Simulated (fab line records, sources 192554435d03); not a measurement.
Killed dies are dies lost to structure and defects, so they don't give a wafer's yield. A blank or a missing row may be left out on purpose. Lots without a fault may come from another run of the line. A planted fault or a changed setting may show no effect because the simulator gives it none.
fab line records | flow n5_finfet
record lots=7 wafers=39
route steps=1938 shown STI_FIN_REVEAL@190 SD_EPI_N@269 SDB@373 MOL_CONTACT_COAG@562 BEOL_M2@841 BEOL_M5@1174
start_h: hours from the record's first day to the start of the lot's first wafer shown | wait_h: hours since the lot's step before | " the same as in the row above | L1.1+2: a row that stands for several wafers | - no value, or no start given | * or withheld: withheld | < > ~ a bound
route shown NAME@n: a module of which the file shows steps, and the number in the route of the first | usual: mean/standard deviation of fault-free wafers | same: alike in all rows | chamber/n: place in a boat | sites: the reading at each site | _std_site: their standard deviation | _edge_site: outer sites' mean less inner sites' | radius_mm: how far each site lies from the wafer's centre | mask NAME#n: copy n | behind: the tool/chamber that last shaped the wafer | hold: why the lot was held/for how many hours/how that ended | device: the transistor (n, p or np) that didn't switch | end of line: the same wafers' tests at the end of the route | a step without rows: its recipe alone | killed: dies lost to structure and defects at the first sort, not the wafer's yield | map: a wafer's dies, x killed, . not, _ none there
set.NAME: the setting as run; set.NAME@STEP: as run at that earlier step | model.NAME: the simulator's own value behind a step, which no gauge read
lots whose settings were changed on purpose; a table a step, a row a wafer
## steps
# step N5_STI_FIN_REVEAL_ETCHBACK_08
# recipe chemistry=C4F6/O2 target=SiO2 target_depth_a=305 time_s=10.167 ion_energy_ev=250 pressure_mtorr=30 source_w=345 bias_w=185 Ar_flow_sccm=300 C4F6_flow_sccm=10 O2_flow_sccm=10
# columns lot.wafer tool chamber start_h wait_h set.time_s
L079.1+2+3+4+5+6 rie_diel-06 0,2,1,3,2,1 62.64 0.2 10.167
L080.1+3+4 rie_diel-06 2,3,0 70.17 0.2 10.167
L080.2+5+6 " 1,2,3 " " 6.182
L081.1+2+6 rie_diel-03 3,0,3 74.92 0.2 10.167
L081.3+4+5 " 1,2,0 " " 11.72
L086.1+2+5 rie_diel-03 2,0,1 107.47 0.2 5.717
L086.3+4+6 " 1,3,0 " " 10.167
L091.1+3+4 rie_diel-06 1,3,2 135.32 0.2 10.167
L091.2+5+6 " 0,0,1 " " 6.865
L093.1+5+6 rie_diel-03 3,1,2 149.08 0.2 10.167
L096.1+2+6 rie_diel-03 1,0,1 166.49 0.4 8.503
L096.3+4+5 " 2,3,0 " " 10.167
# step N5_STI_FIN_REVEAL_STRIP_24
# recipe chemistry=N2/H2 time_s=90 power_w=100 temp_c=40 pressure_mtorr=100 rf_frequency_hz=6e+07 bias_power_w=3 n2_flow_sccm=300 h2_flow_sccm=300
# step N5_STI_FIN_REVEAL_PRECLEAN_25
# recipe chemistry=SPM time_s=90 temp_c=120 mix=4:1
# step N5_STI_FIN_REVEAL_SRD_23
# recipe dry=ipa_marangoni time_s=30 temp_c=23 rinse_liquid=diw
# step N5_STI_FIN_REVEAL_FIN_H_MEAS_10
# usual trench_depth_nm=52.0/0.78
# columns lot.wafer tool chamber start_h wait_h set.time_s@STI_FIN_REVEAL_ETCHBACK_08 trench_depth_nm
L079.1 ocd-02 - 65.59 0.0 10.167 51.3
L079.2 " - " " 10.167 52.9
L079.3 " - " " 10.167 51.6
L079.4 " - " " 10.167 51.9
L079.5 " - " " 10.167 52.9
L079.6 " - " " 10.167 51.6
L080.1 ocd-02 - 73.12 0.0 10.167 52.7
L080.2 " - " " 6.182 39.5
L080.3 " - " " 10.167 51.0
L080.4 " - " " 10.167 52.3
L080.5 " - " " 6.182 40.0
L080.6 " - " " 6.182 39.6
L081.1 ocd-01 - 77.88 0.0 10.167 51.6
L081.2 " - " " 10.167 52.1
L081.3 " - " " 11.72 56.2
L081.4 " - " " 11.72 56.7
L081.5 " - " " 11.72 57.4
L081.6 " - " " 10.167 51.9
L086.1 ocd-01 - 110.45 0.0 5.717 38.9
L086.2 " - " " 5.717 38.6
L086.3 " - " " 10.167 52.2
L086.4 " - " " 10.167 51.9
L086.5 " - " " 5.717 38.8
L086.6 " - " " 10.167 53.2
L091.1 ocd-02 - 138.27 0.0 10.167 52.3
L091.2 " - " " 6.865 42.3
L091.3 " - " " 10.167 52.2
L091.4 " - " " 10.167 53.4
L091.5 " - " " 6.865 42.3
L091.6 " - " " 6.865 42.2
L093.1 ocd-01 - 152.05 0.0 10.167 51.8
L093.5 " - " " 10.167 51.7
L093.6 " - " " 10.167 51.7
L096.1 ocd-01 - 169.45 0.0 8.503 47.3
L096.2 " - " " 8.503 48.0
L096.3 " - " " 10.167 51.8
L096.4 " - " " 10.167 52.8
L096.5 " - " " 10.167 51.9
L096.6 " - " " 8.503 47.2
# step N5_SD_EPI_N_DEVELOP_08
# recipe develop_time_s=30 developer=TMAH resist=CAR-ArF-block dev_temp_c=23 rinse_liquid=diw dry=air_spin
# columns lot.wafer tool chamber start_h wait_h set.develop_time_s
L079.1+3+5 litho_track-04 0 - - 20.06
L079.2+4+6 " 0 " " 30
L080.1+2+3 litho_track-02 0 - - 30
L080.4+5+6 " 0 " " 13.3
L081.1+2+3+4+5+6 litho_track-04 0 - - 30
L086.1+2+4 litho_track-02 0 - - 14.14
L086.3+5+6 " 0 " " 30
L091.1+2+3 litho_track-04 0 - - 30
L091.4+5+6 " 0 " " 40.48
L093.1+5+6 litho_track-04 0 - - 30
L096.1+2+5 litho_track-05 0 - - 14.9
L096.3+4+6 " 0 " " 30
# step N5_SD_EPI_N_CD_MEAS_09
# recipe target_cd_nm=120 landing_energy_ev=500 detector=se_inlens
# usual cd_nm=120.3/0.66
# columns lot.wafer tool chamber start_h wait_h set.develop_time_s@SD_EPI_N_DEVELOP_08 cd_nm
L079.1 cd_sem-01 0 76.52 - 20.06 118.1
L079.2 " 0 " " 30 120.4
L079.3 " 0 " " 20.06 117.6
L079.4 " 0 " " 30 120.3
L079.5 " 0 " " 20.06 117.8
L079.6 " 0 " " 30 121.0
L080.1 cd_sem-02 0 85.10 - 30 119.5
L080.2 " 0 " " 30 120.8
L080.3 " 0 " " 30 121.0
L080.4 " 0 " " 13.3 115.6
L080.5 " 0 " " 13.3 116.3
L080.6 " 0 " " 13.3 115.7
L081.1 cd_sem-01 0 89.54 - 30 119.8
L081.2 " 0 " " 30 120.5
L081.3 " 0 " " 30 120.2
L081.4 " 0 " " 30 121.1
L081.5 " 0 " " 30 121.0
L081.6 " 0 " " 30 119.9
L086.1 cd_sem-01 0 122.64 - 14.14 116.6
L086.2 " 0 " " 14.14 116.0
L086.3 " 0 " " 30 121.7
L086.4 " 0 " " 14.14 116.4
L086.5 " 0 " " 30 120.1
L086.6 " 0 " " 30 121.1
L091.1 cd_sem-02 0 149.54 - 30 120.0
L091.2 " 0 " " 30 119.8
L091.3 " 0 " " 30 119.6
L091.4 " 0 " " 40.48 122.8
L091.5 " 0 " " 40.48 122.0
L091.6 " 0 " " 40.48 121.4
L093.1 cd_sem-01 0 163.14 - 30 121.1
L093.5 " 0 " " 30 120.5
L093.6 " 0 " " 30 121.1
L096.1 cd_sem-01 0 181.39 - 14.9 116.1
L096.2 " 0 " " 14.9 117.3
L096.3 " 0 " " 30 120.6
L096.4 " 0 " " 30 120.4
L096.5 " 0 " " 14.9 117.6
L096.6 " 0 " " 30 120.7
# step N5_SD_EPI_N_DESCUM_14
# recipe chemistry=O2 time_s=7.9 source_power_w=50 bias_power_w=20 pressure_mtorr=20 rf_frequency_hz=2.712e+07 temp_c=40 resist=CAR-ArF-block o2_flow_sccm=225
# columns lot.wafer tool chamber start_h wait_h set.develop_time_s@SD_EPI_N_DEVELOP_08 model.SD_EPI_N.cd_nm
L079.1 rie_diel-06 1 76.61 0.0 20.06 118.4
L079.2 " 0 " " 30 120.8
L079.3 " 3 " " 20.06 117.6
L079.4 " 2 " " 30 120.4
L079.5 " 0 " " 20.06 118
L079.6 " 1 " " 30 121.2
L080.1 rie_diel-06 0 85.41 0.3 30 119.8
L080.2 " 3 " " 30 120.6
L080.3 " 1 " " 30 120.8
L080.4+6 " 2,3 " " 13.3 115.8
L080.5 " 0 " " 13.3 116.4
L081.1 rie_diel-03 0 89.66 0.1 30 119.8
L081.2 " 1 " " 30 120.4
L081.3 " 3 " " 30 120.2
L081.4 " 2 " " 30 121
L081.5 " 0 " " 30 120.8
L081.6 " 3 " " 30 120
L086.1 rie_diel-06 1 122.73 0.0 14.14 116.4
L086.2 " 3 " " 14.14 116.2
L086.3 " 0 " " 30 121.6
L086.4 " 2 " " 14.14 116.6
L086.5 " 3 " " 30 119.8
L086.6 " 2 " " 30 121.2
L091.1+2 rie_diel-06 2,3 149.63 0.0 30 120.2
L091.3 " 1 " " 30 119.8
L091.4 " 0 " " 40.48 123
L091.5 " 3 " " 40.48 122.2
L091.6 " 2 " " 40.48 121.6
L093.1+6 rie_diel-01 1,3 163.23 0.0 30 121.2
L093.5 " 0 " " 30 120.4
L096.1 rie_diel-01 0 181.48 0.0 14.9 116.4
L096.2 " 3 " " 14.9 117
L096.3 " 2 " " 30 120.6
L096.4 " 1 " " 30 120.2
L096.5 " 2 " " 14.9 117.2
L096.6 " 3 " " 30 120.4
# step N5_SDB_ALD_29
# recipe material=SiNx target_thk_a=300 temp_c=400 ald_precursor_family=SiH2I2 ald_co_reactant=N2/H2-plasma pulse_time_s=1 ald_cycles=600 purge_time_s=2 co_reactant_purge_time_s=2 pressure_torr=2
# columns lot.wafer tool chamber start_h wait_h set.ald_cycles model.SiNx_of_SDB_ALD_29.thk_nm
L079.1+2 ald_sin-02 1,3 94.87 0.1 417 21
L079.3+5+6 " 2,0,1 " " 600 30
L079.4 " 0 " " 417 20.8
L080.1+6 ald_sin-01 1,2 103.27 0.1 873 43.6
L080.2 " 2 " " 873 43.4
L080.3+5 " 0,1 " " 600 29.8
L080.4 " 3 " " 600 30
L081.1+4+5 ald_sin-01 3,0,1 109.71 1.2 600 30
L081.2+6 " 1,0 " " 312 15.4
L081.3 " 2 " " 312 15.6
L086.1+2+6 ald_sin-02 2,0,2 140.16 0.0 367 18.4
L086.3 " 3 " " 600 30.2
L086.4+5 " 1,3 " " 600 30
L091.1+2+3+4+6 ald_sin-02 2,1,3,0,2 167.21 0.0 600 30
L091.5 " 1 168.57 1.4 600 30.2
L093.1+5+6 ald_sin-04 3,0,1 181.53 1.0 600 30
L096.1+4 ald_sin-04 3,1 200.22 0.0 600 30.2
L096.2+5 " 2,0 " " 317 15.8
L096.3 " 0 " " 317 16
L096.6 " 1 201.57 1.4 600 30
# step N5_SDB_CMP_30
# recipe stop_on=poly-Si t_overpolish_s=1.54 post_cmp_clean=alkaline_brush down_force_psi=4.1491 platen_rpm=51.796 pad_velocity_m_s=1.0306 target_thk_nm=30
# columns lot.wafer tool chamber start_h wait_h set.ald_cycles@SDB_ALD_29 model.SiNx_of_SDB_ALD_29.thk_nm
L079.2+1 cmp-03 1,0 97.60 1.4 417 21
L079.4 " 2 " " 417 20.8
L079.3+6+5 " 3,1,2 " " 600 30
L080.2 cmp-01 0 106.00 1.4 873 31.8
L080.1 " 1 " " 873 31
L080.4 " 2 " " 600 30
L080.3+5 " 3,1 " " 600 29.8
L080.6 " 0 " " 873 30.6
L081.3 cmp-03 0 112.44 1.4 312 15.6
L081.1+4+5 " 1,2,1 " " 600 30
L081.2+6 " 3,0 " " 312 15.4
L086.2+1+6 cmp-01 3,0,3 142.89 1.4 367 18.4
L086.4+5 " 1,0 " " 600 30
L086.3 " 2 " " 600 30.2
L091.2+4+3+1+6 cmp-04 3,0,1,2,3 169.95 1.4 600 30
L091.5 " 0 " " 600 30.2
L093.1+6+5 cmp-03 1,1,2 184.27 1.4 600 30
L096.4+1 cmp-04 1,3 202.96 1.4 600 30.2
L096.2+5 " 2 " " 317 15.8
L096.3 " 0 " " 317 16
L096.6 " 1 " " 600 30
# step N5_MOL_CONTACT_COAG_ALD_123
# recipe material=SiNx target_thk_a=50 temp_c=400 ald_precursor_family=SiH2I2 ald_co_reactant=N2/H2-plasma pulse_time_s=1 purge_time_s=2 co_reactant_purge_time_s=2 ald_cycles=100 pressure_torr=2
# columns lot.wafer tool chamber start_h wait_h set.ald_cycles model.SiNx_of_MOL_CONTACT_COAG_ALD_123.thk_nm
L079.1+4+6 ald_sin-04 1,2,1 122.60 0.0 100 5
L079.2+3+5 " 0,3,2 " " 82 4
L080.1+2+3+4+5+6 ald_sin-03 3,2,0,1,1,0 135.63 0.0 100 5
L081.1+3+4 ald_sin-01 2,3,3 138.85 0.0 100 5
L081.2+5+6 " 0,0,2 " " 72 3.6
L086.1+2+3 ald_sin-01 0,3,2 170.23 0.0 147 7.4
L086.4+5+6 " 2,3,0 " " 100 5
L091.1+3+6 ald_sin-01 0,3,1 204.31 0.0 84 4.2
L091.2+4+5 " 1,0,3 " " 100 5
L093.1+5+6 ald_sin-01 1,0,1 209.81 0.0 100 5
L096.1+5 ald_sin-01 1 228.97 0.0 85 4.2
L096.2+3+4 " 0,3,3 " " 100 5
L096.6 " 0 " " 85 4.4
# step N5_MOL_CONTACT_COAG_PECVD_31
# recipe material=SiO2 target_thk_a=460 temp_c=400 precursor=TEOS/O2 pressure_torr=6.5 rf_w=withheld teos_flow_sccm=withheld gas=O2 flow_sccm=2650 time_s=8.9
# step N5_MOL_CONTACT_COAG_COAT_75
# recipe resist=SOC temp_c=250 time_s=60 spin_rpm=1500 resist_thk_nm=60
# step N5_MOL_CONTACT_COAG_STRIP_120
# recipe chemistry=CHF3 resist=SiARC rf_frequency_hz=6e+07
# step N5_MOL_CONTACT_COAG_VIA_ETCH_117
# recipe chemistry=C4F6/O2 target_depth_a=400 overetch_a=80 mask_material=SOC target=SiO2 bias_w=455 pressure_mtorr=10 time_s=26 source_w=325 Ar_flow_sccm=300 C4F6_flow_sccm=10 O2_flow_sccm=10 ion_energy_ev=575.3 ends=end_point
# step N5_MOL_CONTACT_COAG_ETCH_124
# recipe chemistry=CH3F/O2 target=SiNx target_depth_a=65 mask_material=SOC stop_on=SiOC over_etch_frac=0.3 ion_energy_ev=120 pressure_mtorr=30 source_w=395 bias_w=73 Ar_flow_sccm=150 CH3F_flow_sccm=30 O2_flow_sccm=20 ends=end_point
# columns lot.wafer tool chamber start_h wait_h set.ald_cycles@MOL_CONTACT_COAG_ALD_123 model.etch.depth_nm
L079.1 rie_diel-01 3 125.77 0.0 100 4.988
L079.2 " 0 " " 82 4.051
L079.3 " 2 " " 82 4.095
L079.4 " 1 " " 100 4.999
L079.5 " 0 " " 82 4.074
L079.6 " 1 " " 100 5.015
L080.1 rie_diel-03 1 138.97 0.0 100 5.015
L080.2 " 2 " " 100 4.998
L080.3 " 0 " " 100 5.017
L080.4 " 3 " " 100 4.992
L080.5 " 0 " " 100 4.985
L080.6 " 1 " " 100 5.023
L081.1 rie_diel-06 3 142.25 0.0 100 5.052
L081.2 " 2 " " 72 3.591
L081.3 " 1 " " 100 5.036
L081.4 " 0 " " 100 5.035
L081.5 " 2 " " 72 3.649
L081.6 " 3 " " 72 3.631
L086.1 rie_diel-01 1 173.28 0.0 147 6.518
L086.2 " 2 " " 147 6.337
L086.3 " 3 " " 147 6.616
L086.4 " 0 " " 100 5.042
L086.5+6 " 1,0 " " 100 5.039
L091.1 rie_diel-03 2 207.26 0.0 84 4.177
L091.2 " 1 " " 100 5
L091.3 " 3 " " 84 4.247
L091.4 " 0 " " 100 5.003
L091.5 " 0 " " 100 5.008
L091.6 " 3 " " 84 4.203
L093.1 rie_diel-03 0 212.98 0.0 100 5.012
L093.5 " 2 " " 100 4.977
L093.6 " 3 " " 100 5.028
L096.1 rie_diel-01 2 232.52 0.0 85 4.282
L096.2 " 0 " " 100 5.034
L096.3 " 3 " " 100 5.056
L096.4 " 1 " " 100 5.059
L096.5 " 2 " " 85 4.285
L096.6 " 3 " " 85 4.307
# step N5_BEOL_M2_ILD_DEP_00
# recipe material=SiOC target_thk_a=790 temp_c=350 precursor=DEMS/O2 pressure_torr=5 rf_w=500 time_s=15.3
# columns lot.wafer tool chamber start_h wait_h set.target_thk_a model.SiOC_of_BEOL_M2_ILD_DEP_00.thk_nm
L079.1 pecvd-03 1 153.25 0.0 641 62.6
L079.2+3 " 0,2 " " 790 78
L079.4 " 2 " " 790 79.6
L079.5 " 1 " " 641 64.4
L079.6 " 0 " " 641 63.4
L081.1 pecvd-01 1 167.97 0.0 790 78.2
L081.2 " 0 " " 991.8 98.2
L081.3 " 2 " " 991.8 97
L081.4 " 0 " " 790 79.2
L081.5 " 2 " " 991.8 99.4
L081.6 " 1 " " 790 80
L080.1 pecvd-01 0 171.63 0.0 1066 106.2
L080.2 " 1 " " 790 77.2
L080.3 " 2 " " 790 77.4
L080.4 " 1 " " 1066 107
L080.5 " 0 " " 1066 107.4
L080.6 " 2 " " 790 78.4
L086.1 pecvd-03 0 205.38 0.0 790 77.8
L086.2 " 1 " " 326 32.6
L086.3 " 2 " " 790 78.2
L086.4 " 1 " " 790 79.8
L086.5 " 2 " " 326 32
L086.6 " 0 " " 326 33.2
L091.1 pecvd-02 0 236.36 0.0 790 77.8
L091.2 " 2 " " 790 77.6
L091.3 " 1 " " 790 78.2
L091.4 " 1 " " 790 79.8
L091.5 " 0 " " 790 78.8
L091.6 " 2 " " 790 78.6
L093.1 pecvd-03 1 243.39 0.0 790 78.6
L093.5+6 " 2,1 " " 790 80.2
L096.1 pecvd-01 2 265.65 0.0 790 77.2
L096.2 " 1 " " 1170 115
L096.3 " 0 " " 790 77.6
L096.4 " 1 " " 1170 117.2
L096.5 " 2 " " 790 78.8
L096.6 " 0 " " 1170 117.6
# step N5_BEOL_M2_THK_MEAS_01
# recipe reads=SiOC_of_BEOL_M2_ILD_DEP_00
# usual M2_ILD_THK=78.7/0.93
# columns lot.wafer tool chamber start_h wait_h set.target_thk_a@BEOL_M2_ILD_DEP_00 M2_ILD_THK[nm]
L079.1 film_metro-01 - 153.32 0.0 641 62.5
L079.2 " - " " 790 78.0
L079.3 " - " " 790 77.9
L079.4 " - " " 790 79.6
L079.5 " - " " 641 64.5
L079.6 " - " " 641 63.4
L081.1 film_metro-02 - 168.04 0.0 790 78.2
L081.2 " - " " 991.8 98.3
L081.3 " - " " 991.8 97.0
L081.4 " - " " 790 79.2
L081.5 " - " " 991.8 99.3
L081.6 " - " " 790 80.0
L080.1 film_metro-02 - 171.70 0.0 1066 106.2
L080.2 " - " " 790 77.4
L080.3 " - " " 790 77.4
L080.4 " - " " 1066 107.1
L080.5 " - " " 1066 107.3
L080.6 " - " " 790 78.4
L086.1 film_metro-02 - 205.45 0.0 790 77.8
L086.2 " - " " 326 32.6
L086.3 " - " " 790 78.3
L086.4 " - " " 790 79.9
L086.5 " - " " 326 32.0
L086.6 " - " " 326 33.1
L091.1 film_metro-02 - 236.43 0.0 790 77.8
L091.2 " - " " 790 77.6
L091.3 " - " " 790 78.3
L091.4 " - " " 790 79.8
L091.5 " - " " 790 78.9
L091.6 " - " " 790 78.5
L093.1 film_metro-02 - 243.46 0.0 790 78.5
L093.5 " - " " 790 80.2
L093.6 " - " " 790 80.3
L096.1 film_metro-02 - 265.72 0.0 790 77.2
L096.2 " - " " 1170 114.9
L096.3 " - " " 790 77.6
L096.4 " - " " 1170 117.1
L096.5 " - " " 790 78.7
L096.6 " - " " 1170 117.7
# step N5_BEOL_M5_CVD_47
# recipe material=Co target_thk_a=30 temp_c=withheld precursor=CCTBA/H2 pressure_torr=30 time_s=216
# columns lot.wafer tool chamber start_h wait_h set.target_thk_a model.Co_of_BEOL_M5_CVD_47.thk_nm
L079.1+3+4 cvd_co-01 1,0,2 193.05 0.1 30 3
L079.2 " 2 " " 44.09 4.4
L079.5 " 1 " " 44.09 4.2
L079.6 " 0 " " 44.09 4.6
L081.1+4 cvd_co-01 0 204.68 0.1 30 3
L081.2 " 2 " " 14.3 1.6
L081.3+6 " 1 " " 14.3 1.2
L081.5 " 2 " " 30 3.2
L080.1+2+3+5 cvd_co-02 0,1,2,1 207.84 0.3 30 2.8
L080.4+6 " 2,0 " " 30 3
L086.1+5+6 cvd_co-01 0,1,2 238.04 0.1 30 3
L086.2 " 1 " " 19.74 2
L086.3+4 " 2,0 " " 19.74 2.2
L091.1 cvd_co-02 1 270.84 0.0 30 3
L091.2+5+6 " 2,0,1 " " 12.35 1.4
L091.3+4 " 0,2 " " 30 3.2
L093.1+6 cvd_co-02 2 274.01 0.0 30 2.8
L093.5 " 0 " " 30 3
L096.1+4+6 cvd_co-01 0,1,2 306.00 0.2 30 3
L096.2 " 1 " " 34.68 3.4
L096.3 " 2 " " 34.68 3.8
L096.5 " 0 " " 34.68 3.6
## key
split step=N5_STI_FIN_REVEAL_ETCHBACK_08 setting=time_s stated=10.167 by=wafer
response step=N5_STI_FIN_REVEAL_FIN_H_MEAS_10 reading=trench_depth_nm change=+0.313 per=1% r=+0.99
split step=N5_SD_EPI_N_DEVELOP_08 setting=develop_time_s stated=30 by=wafer
response step=N5_SD_EPI_N_CD_MEAS_09 reading=cd_nm change=+0.0788 per=1% r=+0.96
response step=N5_SD_EPI_N_DESCUM_14 reading=model.SD_EPI_N.cd_nm change=+0.0771 per=1% r=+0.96
split step=N5_SDB_ALD_29 setting=ald_cycles stated=600 by=wafer
response step=N5_SDB_ALD_29 reading=model.SiNx_of_SDB_ALD_29.thk_nm change=+0.301 per=1% r=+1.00
response step=N5_SDB_CMP_30 reading=model.SiNx_of_SDB_ALD_29.thk_nm shape=bent at_lowest=15.47 at_stated=30.02 at_highest=31.13
split step=N5_MOL_CONTACT_COAG_ALD_123 setting=ald_cycles stated=100 by=wafer
response step=N5_MOL_CONTACT_COAG_ALD_123 reading=model.SiNx_of_MOL_CONTACT_COAG_ALD_123.thk_nm change=+0.051 per=1% r=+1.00
response step=N5_MOL_CONTACT_COAG_ETCH_124 reading=model.etch.depth_nm change=+0.0391 per=1% r=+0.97
split step=N5_BEOL_M2_ILD_DEP_00 setting=target_thk_a stated=790 by=wafer
response step=N5_BEOL_M2_ILD_DEP_00 reading=model.SiOC_of_BEOL_M2_ILD_DEP_00.thk_nm change=+0.795 per=1% r=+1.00
response step=N5_BEOL_M2_THK_MEAS_01 reading=M2_ILD_THK change=+0.796 per=1% r=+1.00
split step=N5_BEOL_M5_CVD_47 setting=target_thk_a stated=30 by=wafer
response step=N5_BEOL_M5_CVD_47 reading=model.Co_of_BEOL_M5_CVD_47.thk_nm change=+0.0303 per=1% r=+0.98
